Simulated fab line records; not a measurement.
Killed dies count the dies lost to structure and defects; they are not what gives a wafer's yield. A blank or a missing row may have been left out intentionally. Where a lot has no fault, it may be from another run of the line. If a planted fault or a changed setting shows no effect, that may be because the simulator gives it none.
Check for tools in common    flow n5-finfet    Lots sampled 10, wafers sampled 27

## WHAT PROMPTED THE OPENING
3 of 10 lots carry a flag on the reading RS_SD_P at N5_SD_ACTIVATION_RS_MEAS_03. Fault-free wafers read 55.8 ohm/sq, with a standard deviation of 0.84.
Rule: a lot gets a flag if all its wafers with a number sit over 4 standard deviations from that mean, or if no wafer of it has a number. The other lots count as sound.

lot   measured     on             RS_SD_P (ohm/sq), wafer by wafer  flag
L470  day 3 19:50  film-metro-01  56.2 57.4 56.8                    
L477  day 5 10:45  film-metro-02  56.0 56.7                         
L478  day 5 15:47  film-metro-01  55.5 56.0 55.2                    
L479  day 5 22:47  film-metro-02  76.2 76.3 76.9                    FLAGGED
L480  day 6 06:19  film-metro-01  75.1 76.7 76.7                    FLAGGED
L481  day 6 13:08  film-metro-02  56.6 55.7 55.8                    
L482  day 6 17:06  film-metro-02  76.6 75.5 74.1                    FLAGGED
L490  day 8 18:09  film-metro-02  55.7 54.3                         
L491  day 8 22:47  film-metro-02  56.9 57.0                         
L492  day 9 06:53  film-metro-02  55.5 56.5 56.4                    
Average over the flagged lots: 76.0 ohm/sq; offset from the usual +20.2 ohm/sq, equal to +24 standard deviations.

## TOOL THAT RAN EACH LOT
The record keeps 1 process step preceding the reading, out of 1938 steps on the route. Each cell gives the tool, then ch followed by the chambers the sampled wafers passed through, then the start.
lot   flag     N5_SD_EPI_P_EPI_21
L470           epi-rpcvd-03 ch 0, day 3 17:21
L477           epi-rpcvd-02 ch 0, day 5 07:56
L478           epi-rpcvd-02 ch 0, day 5 14:01
L479  FLAGGED  epi-rpcvd-02 ch 0, day 5 20:17
L480  FLAGGED  epi-rpcvd-02 ch 0, day 6 03:30
L481           epi-rpcvd-03 ch 0, day 6 10:40
L482  FLAGGED  epi-rpcvd-02 ch 0, day 6 13:31
L490           epi-rpcvd-03 ch 0, day 8 15:58
L491           epi-rpcvd-02 ch 0, day 8 20:40
L492           epi-rpcvd-03 ch 0, day 9 02:58
What these steps do:
- N5_SD_EPI_P_EPI_21: deposits SiGe:B, time 355 s.
- N5_SD_ACTIVATION_RS_MEAS_03: measures by four-point-probe.

## FLAGGED OVER TOTAL, TOOL BY TOOL (the gauges that took the reading come last)
step                         tool           lots run  flagged  share of the flagged lots  sound lots run after its first flagged lot
N5_SD_EPI_P_EPI_21           epi-rpcvd-02   6         3        all                        1 (L491)
N5_SD_EPI_P_EPI_21           epi-rpcvd-03   4         0        none                       -
N5_SD_ACTIVATION_RS_MEAS_03  film-metro-01  3         1        some                       0
N5_SD_ACTIVATION_RS_MEAS_03  film-metro-02  7         2        some                       4 (L481,L490,L491,L492)

## WHAT THE TABLE ALLOWS
All flagged lots share 1 row of the table, namely epi-rpcvd-02 at N5_SD_EPI_P_EPI_21.
- epi-rpcvd-02 at N5_SD_EPI_P_EPI_21: 3 of its 6 lots flagged. Lots that were sound ran on it after the first flagged one (L491); a persistent fault on the entire tool would not allow that.
Not one row of the table ran every flagged lot while running no sound lot after the first.

## WHAT WAS PUT IN BY THE SIMULATOR
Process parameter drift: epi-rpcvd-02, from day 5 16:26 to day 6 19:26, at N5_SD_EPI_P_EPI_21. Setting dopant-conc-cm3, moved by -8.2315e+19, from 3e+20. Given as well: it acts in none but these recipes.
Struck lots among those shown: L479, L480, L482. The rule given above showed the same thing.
